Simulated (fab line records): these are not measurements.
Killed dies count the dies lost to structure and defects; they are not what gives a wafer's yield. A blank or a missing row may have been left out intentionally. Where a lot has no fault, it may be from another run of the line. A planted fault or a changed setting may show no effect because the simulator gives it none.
Problem report, 8D (eight disciplines) form, completed by code ; flow nand_harc ; the parts of the form that need people (team, actions taken, sign-off) are left out

1. WHAT WENT WRONG
Wafers without a fault read 0.7, standard deviation 1.3; killed_at_other at NHARC_END_SORT_01 reads a mean of 634.5 on 4 wafers belonging to 2 lots. That is +99 or more standard deviations from the usual mean.
First observed at day 24 05:20: wafer L518.3, on prober-02. The record has a number at this step for 12 wafers belonging to 4 lots. By rule, "out" or "out of limits" means more than 4 standard deviations away from the usual mean. The rest of the wafers with a number are treated as sound.

2. WHAT IT IS; WHAT IT IS NOT
question;is;is not
which readings at this step;killed_at_other, defect_limited_yield, killed_dies, sort_bin_3_pct, sort_n_pass, sort_rim_yield_pct, sort_yield_pct;killed_at_periphery, killed_open, killed_short, sort_bin_4_pct
which lots;L518, L522;L511, L515
which wafers of those lots;L518.3, L518.6, L522.1, L522.3;L518.4, L522.4
read on which gauges;prober-02;prober-01
when;from day 24 05:20;"up to then (6 sound wafers); but 2 sound wafers of L518, L522 came after"

3. THE SUSPECTS, EACH WITH WHAT RULES IT OUT
Counting: a tool at a process step up to the reading stays a suspect if it ran every lot that is out. Sound lots after the first of them don't rule it out here, since some wafers of a struck lot are sound.
- the gauge at NHARC_END_SORT_01 is ruled out. All the wafers that are out were read on prober-02, but those of them that NHARC_THIN_TSV_ETCH_59 has rows for are out there too, on other tools.
- rie_metal-03 at NHARC_THIN_TSV_ETCH_59 (etches the open film in Cl2/BCl3, target depth 880 nm, time 138.1 s): kept. It processed each lot that is out (first: L518, day 23 13:37); up to then, its last sound lot is L511 (day 20 21:49). Its own readings are out on those wafers: oes_product_au.
- The sound lot-mates ran in chamber 1 of rie_metal-03 at NHARC_THIN_TSV_ETCH_59, but the wafers that are out ran in chamber 0.
Left after counting: rie_metal-03 at NHARC_THIN_TSV_ETCH_59.

4. THE CAUSE (what the simulator had put in)
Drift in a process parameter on rie_metal-03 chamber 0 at NHARC_THIN_TSV_ETCH_59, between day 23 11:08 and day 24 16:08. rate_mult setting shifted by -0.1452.
The count eliminated every tool but this one.

5. THE CHAIN OF EFFECTS, in route order
Each row: a reading whose mean over the struck wafers that have a number lies more than 3 standard deviations from the usual. Only readings whose record carries a usual standard deviation are examined. hours: median over the lots of the time between each lot's start at the first step of this table that gives one and its start at this step. sigmas: the change, counted in usual standard deviations.
hours;step;reading;usual;on struck wafers;change;sigmas
0;NHARC_THIN_TSV_ETCH_59;oes_product_au;1.009 a.u.;0.909;-0.100;-10
18;NHARC_END_SORT_01;defect_limited_yield;95.2 %;0.1;-95.1;-73
18;NHARC_END_SORT_01;killed_at_other;0.7;634.5;+633.8;+99 or more
18;NHARC_END_SORT_01;killed_dies;32;676;+644;+72
18;NHARC_END_SORT_01;sort_bin_3_pct;0.28 %;93.98;+93.70;+99 or more
18;NHARC_END_SORT_01;sort_n_pass;645;0;-644;-72
18;NHARC_END_SORT_01;sort_rim_yield_pct;97.4 %;0.0;-97.4;-57
18;NHARC_END_SORT_01;sort_yield_pct;95.2 %;0.1;-95.1;-73
It contains these process steps:
- NHARC_THIN_TSV_ETCH_59: etches the open film in Cl2/BCl3, target depth 880 nm, time 138.1 s.

6. HOW IT WOULD HAVE BEEN CAUGHT EARLIER
In this record the first reading out of limits at a measuring or inspecting step was taken at day 24 05:20, 18 hours after the fault began at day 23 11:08.
At NHARC_THIN_TSV_ETCH_59, the tool's own readings (oes_product_au) were out on each struck wafer the step has a row for, so an alarm limit on them would have fired on the first such wafer.
By day 24 05:20, every lot that is out (2) had started NHARC_THIN_TSV_ETCH_59 on rie_metal-03. Tool hold at that time: it would have spared none of them.
